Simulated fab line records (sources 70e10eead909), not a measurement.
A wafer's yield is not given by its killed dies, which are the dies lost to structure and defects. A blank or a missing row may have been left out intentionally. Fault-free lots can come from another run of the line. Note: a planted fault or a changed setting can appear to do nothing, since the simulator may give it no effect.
fab line records	flow nand-harc
record lots=12	wafers=36	last-day=33
route steps=1302 shown A_CHANNEL_FILL_D2@619 END@1302
lots untouched by any fault: they come from a run of this same line in which no faults occurred
start-h: the number of hours between the record's first day and the start of the first shown wafer of the lot	wait-h: time in hours since the lot's previous step	" unchanged from the row above	L1.1+2: a row that stands for several wafers	- no value present, or no start provided	* or withheld: withheld	< > ~ a bound
route shown NAME@n: names a module that has steps shown in the file, with the first one's number in the route	usual: mean/standard deviation of fault-free wafers	same: alike in all rows	chamber/n: place in a boat	sites: the reading at each site	_std_site: how widely they spread, as a standard deviation	_edge_site: mean of outer sites minus mean of inner sites	radius-mm: how far each site lies from the wafer's centre	mask NAME#n: copy n	behind: the most recent tool/chamber to have shaped the wafer	hold: reason for holding the lot/hours on hold/outcome of the hold	device: names the non-switching transistor (n, p or np)	end of line: the same wafers' tests at the end of the route	for a step that has no rows: nothing shown but its recipe	killed: at the first sort, the dies lost to defects and structure; wafer yield is something else	map: a wafer's dies, marking killed ones x, the rest . and places with no die _
set.NAME: setting as actually run; set.NAME@STEP: the setting as run at that earlier step	model.NAME: the simulator's own value behind a step, which no gauge read
the route's steps for a sample of lots (tables are steps, rows are wafers)
services: a tool's chamber out of use, with start hour (start-h, from the record's first day; less than 0 if before it), hours out, and reason
## steps
# step NHARC_A_CHANNEL_FILL_D2_ETCHBACK_19
# recipe target-depth-a=50	time-s=1.7	hbr-flow-sccm=150	cl2-flow-sccm=50	rf-w=400	icp-w=400	bias-w=100	chemistry=HBr/Cl2
# usual drypump-motor-current-A=5.7/0.3	he-backside-leak-sccm=2.78/0.22	oes-product-au=0.997/0.012	throttle-valve-pct=26.406/0.0092
lot.wafer	tool	chamber	start-h	wait-h	drypump-motor-current-A	he-backside-leak-sccm	oes-product-au	rf-hours-counter-h	throttle-valve-pct
L418.4	rie-si-02	1	349.17	0.4	5.5	3.00	1.014	0.4	26.381
L418.6	"	1	"	"	5.5	2.99	1.016	-	26.414
L418.5	"	2	"	"	5.2	3.17	0.983	-	26.400
L421.4	rie-si-05	2	363.81	0.4	5.7	2.78	0.980	0.3	26.419
L421.1	"	1	"	"	5.6	2.59	0.967	0.3	26.417
L421.5	"	2	"	"	5.7	2.96	0.982	-	26.396
L422.3	rie-si-05	3	373.53	0.4	5.7	2.67	1.004	0.4	26.422
L422.4	"	0	"	"	6.3	2.61	1.006	0.4	26.414
L422.6	"	2	"	"	5.8	2.89	0.986	-	26.390
L424.2	rie-si-05	3	391.49	0.4	5.8	2.78	1.022	0.6	26.411
L424.1	"	1	"	"	5.6	2.57	0.981	0.5	26.407
L424.5	"	0	"	"	6.2	2.73	1.007	-	26.403
L425.3	rie-si-05	0	398.21	0.4	6.2	2.72	1.004	0.6	26.396
L425.1	"	1	"	"	5.6	2.65	0.983	0.5	26.412
L425.6	"	2	"	"	5.8	3.10	0.981	-	26.413
L427.2	rie-si-05	3	428.32	0.4	5.7	2.86	1.020	0.8	26.407
L427.3	"	1	"	"	5.7	2.59	0.996	0.8	26.409
L427.1	"	2	"	"	5.7	2.92	0.982	0.8	26.392
L430.3	rie-si-05	1	444.59	0.4	5.6	2.71	0.986	0.9	26.393
L430.4	"	0	"	"	6.3	2.76	1.017	0.9	26.385
L430.5	"	2	"	"	5.7	3.12	0.990	-	26.407
L432.1	rie-si-02	1	464.30	0.4	5.5	2.72	0.999	0	26.411
L432.4	"	2	"	"	5.2	3.05	0.987	0	26.403
L432.2	"	0	"	"	5.1	2.47	0.992	0	26.403
L431.2	rie-si-01	1	468.29	0.4	5.6	2.43	1.006	0.7	26.409
L431.6	"	0	"	"	6.0	2.87	0.979	-	26.413
L431.5	"	1	"	"	5.6	2.40	1.000	-	26.408
L433.4	rie-si-02	2	482.44	0.4	5.2	2.98	0.982	0.1	26.416
L433.2	"	3	"	"	5.6	2.93	0.982	0.1	26.426
L433.1	"	1	"	"	5.5	2.89	0.984	0.1	26.409
L434.4	rie-si-05	1	491.87	0.4	5.6	2.55	1.012	0	26.409
L434.2	"	2	"	"	5.8	3.10	1.007	0	26.400
L434.3	"	0	"	"	6.3	2.81	1.002	0	26.414
L440.4	rie-si-05	2	550.59	0.4	5.8	3.00	0.997	0.4	26.399
L440.3	"	3	"	"	5.8	2.65	0.989	0.3	26.383
L440.5	"	3	"	"	5.8	2.75	1.003	-	26.432
# step NHARC_A_CHANNEL_FILL_D2_ETCHBACK_20
# recipe target-depth-a=270	time-s=13.5	c4f8-flow-sccm=withheld	o2-flow-sccm=8	ar-flow-sccm=withheld	rf-w=600	bias-w=1500	chemistry=C4F8/O2/Ar
# usual oes-product-au=0.994/0.018	rf-vpp-V=979/5.8	run-length-s=34.6/0.47
lot.wafer	tool	chamber	start-h	wait-h	oes-product-au	rf-hours-counter-h	rf-vpp-V	run-length-s
L418.4	rie-diel-05	3	349.31	-	0.985	3	979	33.9
L418.5	"	2	"	"	1.004	-	973	35.1
L418.6	"	3	"	"	0.989	-	978	33.9
L421.1	rie-diel-10	3	363.93	-	0.984	3	988	34.2
L421.4	"	3	"	"	0.986	-	988	33.7
L421.5	"	2	"	"	0.995	-	981	35.2
L422.4	rie-diel-11	3	373.64	-	1.017	18	975	35.0
L422.3	"	1	"	"	0.981	16	977	35.2
L422.6	"	2	"	"	1.011	-	972	34.6
L424.2	rie-diel-05	3	391.63	-	0.956	4	979	34.1
L424.1	"	0	"	"	0.981	4	986	34.4
L424.5	"	1	"	"	0.966	-	984	34.7
L425.3	rie-diel-11	0	398.33	-	1.002	23	970	34.8
L425.1	"	1	"	"	0.983	21	978	34.6
L425.6	"	3	"	"	1.020	-	974	34.9
L427.3	rie-diel-11	1	428.45	-	0.983	26	979	35.0
L427.1	"	3	"	"	1.018	28	974	34.9
L427.2	"	0	"	"	0.993	28	969	34.7
L430.4	rie-diel-11	1	444.72	-	0.997	0	977	34.8
L430.3	"	0	"	"	1.008	0	970	34.8
L430.5	"	1	"	"	0.996	-	976	35.1
L432.2	rie-diel-11	2	464.43	-	1.007	6	973	34.4
L432.1	"	3	"	"	1.015	6	975	34.9
L432.4	"	0	"	"	1.017	6	970	34.9
L431.2	rie-diel-10	2	468.43	-	1.018	1	979	34.7
L431.5	"	0	"	"	1.008	-	985	35.6
L431.6	"	1	"	"	0.993	-	986	34.8
L433.4	rie-diel-05	2	482.57	-	1.003	2	973	34.3
L433.2	"	0	"	"	0.986	2	987	34.1
L433.1	"	1	"	"	0.995	2	984	34.4
L434.3	rie-diel-10	1	492.00	-	0.984	1	986	35.0
L434.4	"	2	"	"	1.002	2	980	34.7
L434.2	"	3	"	"	0.995	2	988	33.7
L440.4	rie-diel-11	1	550.72	-	0.997	24	976	34.7
L440.3	"	3	"	"	1.022	24	974	35.3
L440.5	"	1	"	"	0.998	-	977	34.6
# step NHARC_A_CHANNEL_FILL_D2_STRIP_28
# recipe time-s=20	o2-flow-sccm=500	ar-flow-sccm=0	bias-w=0	chemistry=O2
# usual drypump-motor-current-A=5.8/0.43	oes-product-au=1.000/0.0088	rf-vpp-V=57.8/0.87	showerhead-plenum-p-Torr=3.55/0.15	throttle-valve-pct=17.036/0.0086
lot.wafer	tool	chamber	start-h	wait-h	drypump-motor-current-A	oes-product-au	rf-hours-counter-h	rf-vpp-V	showerhead-plenum-p-Torr	throttle-valve-pct
L418.4	rie-diel-05	1	349.42	0.1	5.8	0.991	3	57.1	3.68	17.027
L418.5	"	3	"	"	6.6	0.989	-	56.6	3.54	17.019
L418.6	"	0	"	"	5.7	1.005	-	58.2	3.74	17.033
L421.1	rie-diel-10	0	364.05	0.1	5.1	1.000	3	58.2	3.68	17.047
L421.4	"	2	"	"	6.1	0.999	-	58.1	3.58	17.036
L421.5	"	0	"	"	5.1	1.003	-	58.9	3.68	17.049
L422.4	rie-diel-11	3	373.73	0.1	6.2	1.010	18	57.8	3.45	17.040
L422.3	"	0	"	"	5.9	0.993	18	56.9	3.32	17.036
L422.6	"	2	"	"	5.7	1.002	-	58.8	3.41	17.037
L424.1	rie-diel-05	2	391.75	0.1	5.1	1.001	4	57.1	3.40	17.046
L424.2	"	0	"	"	5.7	1.005	4	58.8	3.74	17.040
L424.5	"	2	"	"	5.1	1.012	-	57.2	3.40	17.045
L425.3	rie-diel-11	3	398.41	0.1	6.2	1.013	24	56.7	3.45	17.047
L425.1	"	0	"	"	5.9	0.993	23	57.6	3.31	17.038
L425.6	"	2	"	"	5.7	1.006	-	58.0	3.41	17.053
L427.1	rie-diel-11	3	428.54	0.1	6.2	1.009	28	57.8	3.44	17.030
L427.3	"	0	"	"	5.9	0.994	28	57.8	3.31	17.029
L427.2	"	1	"	"	5.9	0.982	26	57.7	3.50	17.043
L430.3	rie-diel-11	1	444.81	0.1	5.9	0.995	0	56.7	3.49	17.034
L430.4	"	3	"	"	6.2	1.008	0	58.1	3.44	17.029
L430.5	"	0	"	"	5.9	1.007	-	57.5	3.31	17.034
L432.1	rie-diel-11	1	464.52	0.1	5.9	1.004	6	56.6	3.49	17.053
L432.2	"	3	"	"	6.2	0.999	6	59.3	3.44	17.034
L432.4	"	0	"	"	5.9	0.996	6	56.4	3.31	17.033
L431.2	rie-diel-10	2	468.50	0.1	6.1	1.010	1	56.7	3.58	17.028
L431.5	"	2	"	"	6.1	1.007	-	57.7	3.58	17.040
L431.6	"	3	"	"	5.3	1.004	-	57.4	3.77	17.039
L433.1	rie-diel-05	2	482.67	0.1	5.1	1.000	2	57.6	3.40	17.041
L433.4	"	3	"	"	6.6	1.005	2	57.1	3.54	17.035
L433.2	"	0	"	"	5.7	0.992	2	57.4	3.74	17.042
L434.2	rie-diel-10	1	492.09	0.1	5.8	0.997	1	57.9	3.73	17.040
L434.3	"	2	"	"	6.1	1.009	2	57.8	3.58	17.044
L434.4	"	3	"	"	5.3	1.005	2	58.8	3.77	17.045
L440.3	rie-diel-11	3	550.82	0.1	6.2	1.001	24	58.5	3.43	17.025
L440.4	"	0	"	"	5.9	0.998	26	57.5	3.30	17.041
L440.5	"	3	"	"	6.2	1.015	-	58.5	3.43	17.051
# step NHARC_A_CHANNEL_FILL_D2_ETCHBACK_08
# recipe target-depth-a=2200	time-s=110	c4f8-flow-sccm=20	ar-flow-sccm=withheld	rf-w=600	bias-w=300	chemistry=C4F8
# usual oes-product-au=0.97/0.035	rf-vpp-V=442.5/2.4	run-length-s=131.3/0.63
lot.wafer	tool	chamber	start-h	wait-h	oes-product-au	rf-hours-counter-h	rf-vpp-V	run-length-s
L418.6	rie-diel-10	2	366.48	-	0.99	-	442.4	132.0
L418.5	"	3	"	"	0.99	-	445.7	130.5
L418.4	"	0	"	"	1.00	-	441.9	132.2
L421.4	rie-diel-10	0	381.44	-	0.93	4	443.8	132.7
L421.1	"	1	"	"	0.93	3	444.8	131.5
L421.5	"	2	"	"	0.93	-	440.5	131.9
L422.3	rie-diel-05	1	391.52	-	0.97	4	443.4	131.4
L422.4	"	2	"	"	0.96	4	437.9	131.0
L422.6	"	1	"	"	0.97	-	444.4	131.1
L424.2	rie-diel-11	3	408.69	-	1.01	26	439.4	131.5
L424.1	"	0	"	"	0.99	25	435.1	131.1
L424.5	"	3	"	"	1.01	-	440.3	131.5
L425.1	rie-diel-05	0	418.48	-	0.99	0	444.3	130.6
L425.3	"	1	"	"	1.01	0	444.6	131.4
L425.6	"	1	"	"	1.01	-	442.9	131.3
L427.2	rie-diel-05	3	447.23	-	0.99	1	440.1	130.6
L427.1	"	0	"	"	0.99	1	443.6	130.7
L427.3	"	2	"	"	0.98	1	439.9	131.1
L430.3	rie-diel-05	3	461.74	-	1.01	2	440.8	130.8
L430.4	"	0	"	"	0.99	2	443.7	130.8
L430.5	"	3	"	"	1.01	-	440.1	130.6
L432.2	rie-diel-05	0	485.74	-	0.98	2	443.0	183.6
L432.1	"	2	"	"	1.00	2	438.5	131.1
L432.4	"	2	"	"	1.00	-	439.3	130.8
L431.2	rie-diel-10	2	487.96	-	0.93	2	441.3	132.0
L431.6	"	0	"	"	0.94	-	443.5	132.6
L431.5	"	1	"	"	0.93	-	445.6	131.5
L433.2	rie-diel-05	1	501.51	-	0.92	2	444.2	183.4
L433.1	"	2	"	"	0.93	2	437.2	131.0
L433.4	"	3	"	"	0.93	2	441.5	130.5
L434.2	rie-diel-10	0	509.51	-	0.94	2	443.5	132.1
L434.3	"	1	"	"	0.93	2	443.5	132.3
L434.4	"	3	"	"	0.92	3	446.2	130.9
L440.3	rie-diel-10	1	568.18	-	1.00	4	444.5	131.6
L440.4	"	3	"	"	1.01	4	445.2	130.3
L440.5	"	1	"	"	1.00	-	444.4	131.8
# step NHARC_END_SORT_01
# recipe temp-c=25
# usual killed-at-array=58/20	killed-at-other=1.0/1.2	killed-at-periphery=4.1/3	killed-dies=63/20	killed-open=3.2/1.7	killed-short=2.5/1.5
# same gross-dies=677
lot.wafer	tool	chamber	start-h	wait-h	killed-at-array	killed-at-other	killed-at-periphery	killed-dies	killed-open	killed-short
L427.1	prober-01	0	658.84	2.5	63	2	6	71	2	4
L427.3	prober-01	0	660.44	3.1	65	1	7	73	6	1
L430.3	prober-02	0	689.15	3.1	27	2	13	42	1	2
L430.4	prober-02	0	689.96	3.4	20	1	9	30	2	0
L430.5	prober-02	0	690.77	3.7	31	1	13	45	4	2
L433.1	prober-02	0	718.63	2.5	55	1	1	57	4	2
L433.2	prober-02	0	719.43	2.8	46	4	1	51	2	1
L433.4	prober-02	0	721.02	3.4	39	0	6	45	2	2
# killed by level:class
L427.1 A_SLIT:chamber-film-flake=38 A_CHANNEL_HOLE_D1:chamber-film-flake=6 A_CONTACT:chamber-film-flake=6 P_ZERO_WELL:chamber-film-flake=3 A_CHANNEL_HOLE_D2:chamber-film-flake=3 A_STAIRCASE:chamber-film-flake=3 THIN_TSV:chamber-film-flake=2 P_M1:geometric-particle:open=1
L427.3 A_SLIT:chamber-film-flake=35 A_CHANNEL_HOLE_D2:chamber-film-flake=6 A_CHANNEL_HOLE_D1:chamber-film-flake=6 A_STAIRCASE:chamber-film-flake=6 P_ZERO_WELL:chamber-film-flake=4 A_CONTACT:chamber-film-flake=4 A_CHANNEL_FILL_D2:geometric-particle:open=2 P_GATE:chamber-film-flake=2
L430.3 A_CHANNEL_HOLE_D1:chamber-film-flake=10 P_GATE:chamber-film-flake=8 A_STAIRCASE:chamber-film-flake=8 A_SLIT:chamber-film-flake=4 P_BONDPAD:chamber-film-flake=3 P_CONTACT:chamber-film-flake=2 THIN_TSV:chamber-film-flake=2 A_ONON_D1:geometric-particle:open=1
L430.4 A_STAIRCASE:chamber-film-flake=8 A_CHANNEL_HOLE_D1:chamber-film-flake=6 P_CONTACT:chamber-film-flake=5 P_GATE:chamber-film-flake=2 P_GATE:geometric-particle:open=1 A_WL_FILL:geometric-particle:open=1 P_BONDPAD:chamber-film-flake=1 A_ZERO_WELL:chamber-film-flake=1
L430.5 A_STAIRCASE:chamber-film-flake=9 A_CHANNEL_HOLE_D1:chamber-film-flake=8 P_GATE:chamber-film-flake=6 P_CONTACT:chamber-film-flake=4 A_SLIT:chamber-film-flake=4 P_BONDPAD:chamber-film-flake=2 A_CHANNEL_FILL_D1:chamber-film-flake=2 P_GATE:geometric-particle:open=1
L433.1 A_CHANNEL_HOLE_D2:chamber-film-flake=27 A_CHANNEL_HOLE_D1:chamber-film-flake=11 A_CONTACT:chamber-film-flake=6 A_STAIRCASE:chamber-film-flake=5 A_ONON_D2:geometric-particle:open=2 P_GATE:geometric-particle:open=1 A_ONON_D1:geometric-particle:short=1 A_ONON_D2:geometric-particle:short=1
L433.2 A_CHANNEL_HOLE_D2:chamber-film-flake=22 A_CHANNEL_HOLE_D1:chamber-film-flake=15 THIN_TSV:chamber-film-flake=4 A_CONTACT:chamber-film-flake=3 A_SLIT:chamber-film-flake=2 A_DECK1_JOINT:geometric-particle:short=1 A_SGD_CUT:geometric-particle:open=1 A_M1:geometric-particle:open=1
L433.4 A_CHANNEL_HOLE_D2:chamber-film-flake=16 A_CHANNEL_HOLE_D1:chamber-film-flake=9 P_ZERO_WELL:chamber-film-flake=5 A_CONTACT:chamber-film-flake=3 A_STAIRCASE:chamber-film-flake=2 A_SLIT:chamber-film-flake=2 A_ONON_D1:geometric-particle:short=1 A_CHANNEL_FILL_D1:geometric-particle:open=1
## services
tool	chamber	start-h	hours	kind
rie-diel-10	1	344.21	23.4	repair
rie-diel-10	-	360.90	2.5	repair
rie-si-01	-	370.00	9.0	pm
rie-si-01	3	380.53	2.9	repair
rie-si-01	0	390.11	16.8	repair
rie-diel-10	1	393.56	1.5	repair
rie-si-02	1	397.64	3.4	repair
rie-si-01	3	403.37	3.6	repair
rie-diel-05	-	406.60	9.0	pm
rie-si-02	1	417.84	6.4	repair
rie-diel-10	-	419.50	9.0	pm
rie-diel-11	-	432.52	9.0	pm
rie-diel-05	-	434.31	0.2	repair
rie-si-02	-	454.00	9.0	pm
rie-diel-10	2	458.77	3.1	repair
rie-si-01	2	460.93	104.9	repair
rie-si-01	0	462.67	3.9	repair
rie-si-05	-	482.00	9.0	pm
rie-diel-05	1	483.66	10.3	repair
rie-si-02	1	487.47	8.1	repair
rie-si-02	2	510.10	22.3	repair
rie-diel-11	-	524.67	0.5	repair
rie-diel-11	3	538.83	4.8	repair
rie-si-05	2	558.26	11.4	repair
## key
first-sign step=NHARC_A_CHANNEL_FILL_D2_ETCHBACK_08	reading=run-length-s	direction=up	sigmas=83	usual=*	struck=*
effect none on later readings
met-at NHARC_A_CHANNEL_FILL_D2_ETCHBACK_08
struck-lots L432,L433
struck-wafers L432.2,L433.2
tester-left-out L432,L433
not-acting-at NHARC_A_CHANNEL_FILL_D2_ETCHBACK_19,NHARC_A_CHANNEL_FILL_D2_ETCHBACK_20,NHARC_A_CHANNEL_FILL_D2_STRIP_28
onset-between 461.74 485.74
fault kind=process-parameter-drift	tool=rie-diel-05	chamber=-	onset-h=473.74	steps=NHARC_A_CHANNEL_FILL_D2_ETCHBACK_08	channel=time-s	offset=*	shape=step	end-h=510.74	scope=struck-wafers-only	acts-in=*	stated=*
# tester-left-out: of these lots the tester's yield and bins aren't shown, on N5 and GAA mostly nor the transistor test; their killed dies are dies lost to structure and defects alone, not to doping, threshold or leakage, so they don't give the yield
